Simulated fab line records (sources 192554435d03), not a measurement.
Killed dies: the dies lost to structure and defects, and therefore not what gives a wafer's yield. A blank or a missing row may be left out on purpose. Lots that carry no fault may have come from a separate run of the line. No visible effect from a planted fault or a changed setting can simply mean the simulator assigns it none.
Split-lot trial / flow n5_finfet / route with 1938 steps; 7 lots, 39 wafers read

THE SPLIT
At N5_SD_EPI_P_EPI_21 (deposits SiGe:B, time 355 s), the setting epi_growth_time_s was moved away from the recipe's 355 s on 12 of the 39 wafers read, by -7.5% to +9.5%. For the rest of the wafers, this setting stayed at what the recipe calls for.

FROM THE SPLIT TO THE READING: what the file shows between them, 3 steps
- N5_SD_EPI_P_HM_STRIP_48: strips SiNx in H3PO4, material SiNx, target depth 3 nm
- N5_SD_ACTIVATION_RTA_00: time 0 s
- N5_SD_ACTIVATION_LSA_01: time 0.0008 s

THE READING
Measured at N5_SD_ACTIVATION_RS_MEAS_03 by four-point probe: RS_SD_P, in ohm/sq. On this fab line, fault-free wafers typically give 55.7 ohm/sq with a standard deviation of 0.8 ohm/sq.

wafer=L075.1; tool, chamber at the split=epi_rpcvd-03, 0; epi_growth_time_s as run, s=328.4; against the recipe=-7.5%; RS_SD_P, ohm/sq=57.7; against lot-mates on the recipe=+2.8
wafer=L075.2; tool, chamber at the split=epi_rpcvd-03, 0; epi_growth_time_s as run, s=355; against the recipe=recipe; RS_SD_P, ohm/sq=55.3; against lot-mates on the recipe=-
wafer=L075.3; tool, chamber at the split=epi_rpcvd-03, 0; epi_growth_time_s as run, s=355; against the recipe=recipe; RS_SD_P, ohm/sq=54.5; against lot-mates on the recipe=-
wafer=L075.4; tool, chamber at the split=epi_rpcvd-03, 0; epi_growth_time_s as run, s=355; against the recipe=recipe; RS_SD_P, ohm/sq=55.0; against lot-mates on the recipe=-
wafer=L075.5; tool, chamber at the split=epi_rpcvd-03, 0; epi_growth_time_s as run, s=328.4; against the recipe=-7.5%; RS_SD_P, ohm/sq=58.2; against lot-mates on the recipe=+3.3
wafer=L075.6; tool, chamber at the split=epi_rpcvd-03, 0; epi_growth_time_s as run, s=328.4; against the recipe=-7.5%; RS_SD_P, ohm/sq=58.8; against lot-mates on the recipe=+3.9
wafer=L080.1; tool, chamber at the split=epi_rpcvd-04, 0; epi_growth_time_s as run, s=355; against the recipe=recipe; RS_SD_P, ohm/sq=55.6; against lot-mates on the recipe=-
wafer=L080.2; tool, chamber at the split=epi_rpcvd-04, 0; epi_growth_time_s as run, s=355; against the recipe=recipe; RS_SD_P, ohm/sq=55.5; against lot-mates on the recipe=-
wafer=L080.3; tool, chamber at the split=epi_rpcvd-04, 0; epi_growth_time_s as run, s=355; against the recipe=recipe; RS_SD_P, ohm/sq=55.4; against lot-mates on the recipe=-
wafer=L080.4; tool, chamber at the split=epi_rpcvd-04, 0; epi_growth_time_s as run, s=355; against the recipe=recipe; RS_SD_P, ohm/sq=53.9; against lot-mates on the recipe=-
wafer=L080.5; tool, chamber at the split=epi_rpcvd-04, 0; epi_growth_time_s as run, s=355; against the recipe=recipe; RS_SD_P, ohm/sq=54.8; against lot-mates on the recipe=-
wafer=L080.6; tool, chamber at the split=epi_rpcvd-04, 0; epi_growth_time_s as run, s=355; against the recipe=recipe; RS_SD_P, ohm/sq=55.8; against lot-mates on the recipe=-
wafer=L081.3; tool, chamber at the split=epi_rpcvd-04, 0; epi_growth_time_s as run, s=355; against the recipe=recipe; RS_SD_P, ohm/sq=55.2; against lot-mates on the recipe=-
wafer=L081.4; tool, chamber at the split=epi_rpcvd-04, 0; epi_growth_time_s as run, s=355; against the recipe=recipe; RS_SD_P, ohm/sq=55.3; against lot-mates on the recipe=-
wafer=L081.6; tool, chamber at the split=epi_rpcvd-04, 0; epi_growth_time_s as run, s=355; against the recipe=recipe; RS_SD_P, ohm/sq=55.9; against lot-mates on the recipe=-
wafer=L086.1; tool, chamber at the split=epi_rpcvd-03, 0; epi_growth_time_s as run, s=386.4; against the recipe=+8.8%; RS_SD_P, ohm/sq=53.6; against lot-mates on the recipe=-2.7
wafer=L086.2; tool, chamber at the split=epi_rpcvd-03, 0; epi_growth_time_s as run, s=386.4; against the recipe=+8.8%; RS_SD_P, ohm/sq=53.5; against lot-mates on the recipe=-2.8
wafer=L086.3; tool, chamber at the split=epi_rpcvd-03, 0; epi_growth_time_s as run, s=355; against the recipe=recipe; RS_SD_P, ohm/sq=56.5; against lot-mates on the recipe=-
wafer=L086.4; tool, chamber at the split=epi_rpcvd-03, 0; epi_growth_time_s as run, s=386.4; against the recipe=+8.8%; RS_SD_P, ohm/sq=53.2; against lot-mates on the recipe=-3.1
wafer=L086.5; tool, chamber at the split=epi_rpcvd-03, 0; epi_growth_time_s as run, s=355; against the recipe=recipe; RS_SD_P, ohm/sq=56.6; against lot-mates on the recipe=-
wafer=L086.6; tool, chamber at the split=epi_rpcvd-03, 0; epi_growth_time_s as run, s=355; against the recipe=recipe; RS_SD_P, ohm/sq=55.8; against lot-mates on the recipe=-
wafer=L087.1; tool, chamber at the split=epi_rpcvd-04, 0; epi_growth_time_s as run, s=355; against the recipe=recipe; RS_SD_P, ohm/sq=55.1; against lot-mates on the recipe=-
wafer=L087.2; tool, chamber at the split=epi_rpcvd-04, 0; epi_growth_time_s as run, s=355; against the recipe=recipe; RS_SD_P, ohm/sq=55.2; against lot-mates on the recipe=-
wafer=L087.3; tool, chamber at the split=epi_rpcvd-04, 0; epi_growth_time_s as run, s=355; against the recipe=recipe; RS_SD_P, ohm/sq=54.9; against lot-mates on the recipe=-
wafer=L087.4; tool, chamber at the split=epi_rpcvd-04, 0; epi_growth_time_s as run, s=388.7; against the recipe=+9.5%; RS_SD_P, ohm/sq=51.8; against lot-mates on the recipe=-3.3
wafer=L087.5; tool, chamber at the split=epi_rpcvd-04, 0; epi_growth_time_s as run, s=388.7; against the recipe=+9.5%; RS_SD_P, ohm/sq=52.0; against lot-mates on the recipe=-3.1
wafer=L087.6; tool, chamber at the split=epi_rpcvd-04, 0; epi_growth_time_s as run, s=388.7; against the recipe=+9.5%; RS_SD_P, ohm/sq=51.6; against lot-mates on the recipe=-3.5
wafer=L091.1; tool, chamber at the split=epi_rpcvd-03, 0; epi_growth_time_s as run, s=355; against the recipe=recipe; RS_SD_P, ohm/sq=55.1; against lot-mates on the recipe=-
wafer=L091.2; tool, chamber at the split=epi_rpcvd-03, 0; epi_growth_time_s as run, s=355; against the recipe=recipe; RS_SD_P, ohm/sq=55.4; against lot-mates on the recipe=-
wafer=L091.3; tool, chamber at the split=epi_rpcvd-03, 0; epi_growth_time_s as run, s=355; against the recipe=recipe; RS_SD_P, ohm/sq=56.2; against lot-mates on the recipe=-
wafer=L091.4; tool, chamber at the split=epi_rpcvd-03, 0; epi_growth_time_s as run, s=355; against the recipe=recipe; RS_SD_P, ohm/sq=55.7; against lot-mates on the recipe=-
wafer=L091.5; tool, chamber at the split=epi_rpcvd-03, 0; epi_growth_time_s as run, s=355; against the recipe=recipe; RS_SD_P, ohm/sq=56.2; against lot-mates on the recipe=-
wafer=L091.6; tool, chamber at the split=epi_rpcvd-03, 0; epi_growth_time_s as run, s=355; against the recipe=recipe; RS_SD_P, ohm/sq=55.2; against lot-mates on the recipe=-
wafer=L093.1; tool, chamber at the split=epi_rpcvd-03, 0; epi_growth_time_s as run, s=355; against the recipe=recipe; RS_SD_P, ohm/sq=56.9; against lot-mates on the recipe=-
wafer=L093.2; tool, chamber at the split=epi_rpcvd-03, 0; epi_growth_time_s as run, s=355; against the recipe=recipe; RS_SD_P, ohm/sq=56.7; against lot-mates on the recipe=-
wafer=L093.3; tool, chamber at the split=epi_rpcvd-03, 0; epi_growth_time_s as run, s=355; against the recipe=recipe; RS_SD_P, ohm/sq=56.3; against lot-mates on the recipe=-
wafer=L093.4; tool, chamber at the split=epi_rpcvd-03, 0; epi_growth_time_s as run, s=333; against the recipe=-6.2%; RS_SD_P, ohm/sq=58.9; against lot-mates on the recipe=+2.3
wafer=L093.5; tool, chamber at the split=epi_rpcvd-03, 0; epi_growth_time_s as run, s=333; against the recipe=-6.2%; RS_SD_P, ohm/sq=59.7; against lot-mates on the recipe=+3.1
wafer=L093.6; tool, chamber at the split=epi_rpcvd-03, 0; epi_growth_time_s as run, s=333; against the recipe=-6.2%; RS_SD_P, ohm/sq=59.2; against lot-mates on the recipe=+2.6

THE FIT
A straight line over all 39 wafers: RS_SD_P changes by -0.374 ohm/sq for each +1% of epi_growth_time_s; r = -0.91; the points scatter about the line by 0.79 ohm/sq.
The same after taking each lot's own level away (the mean of its wafers on the recipe; 39 wafers): -0.373 ohm/sq for each +1%; r = -0.97; scatter 0.44 ohm/sq.
That fit puts the effect of the largest move of epi_growth_time_s on the reading at 3.5 ohm/sq.
The lots' own levels span 54.93 to 56.63 ohm/sq, that is 2.1 times the standard deviation above.
The two slopes agree, so the slope changes little with the lot-to-lot level.
Check: for one of the wafers moved furthest among these (+9.5%), held out of the fit, the line's prediction against its lot-mates is -3.44 ohm/sq. It came out at -3.27 ohm/sq against them.

THESE WAFERS: OTHER SPLITS
These wafers also went through other splits before the reading. Each is held against what the fit with the lots' levels taken away leaves over:
other split on the same wafers=N5_FIN_CUT_CUT_ETCH_15 target_depth_a; wafers away from the commonest value=15; r with RS_SD_P (lot level and that fit taken away)=+0.09

THE WHOLE CHAIN: every reading that the file lists as answering this split, in the file's order
step=N5_SD_EPI_P_EPI_21; what it does=deposits SiGe:B, time 355 s; reading=SiGe-B_of_SD_EPI_P_EPI_21.thk_nm (the simulator's own value, which no gauge read); change (the file's fit)=+0.402 nm for each +1% of the setting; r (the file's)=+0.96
step=N5_SD_ACTIVATION_RS_MEAS_03; what it does=measures by four-point-probe; reading=RS_SD_P; change (the file's fit)=-0.369 for each +1% of the setting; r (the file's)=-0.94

THE FILE'S OWN FIT
RS_SD_P changes by -0.369 ohm/sq for each +1% of epi_growth_time_s, r = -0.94.
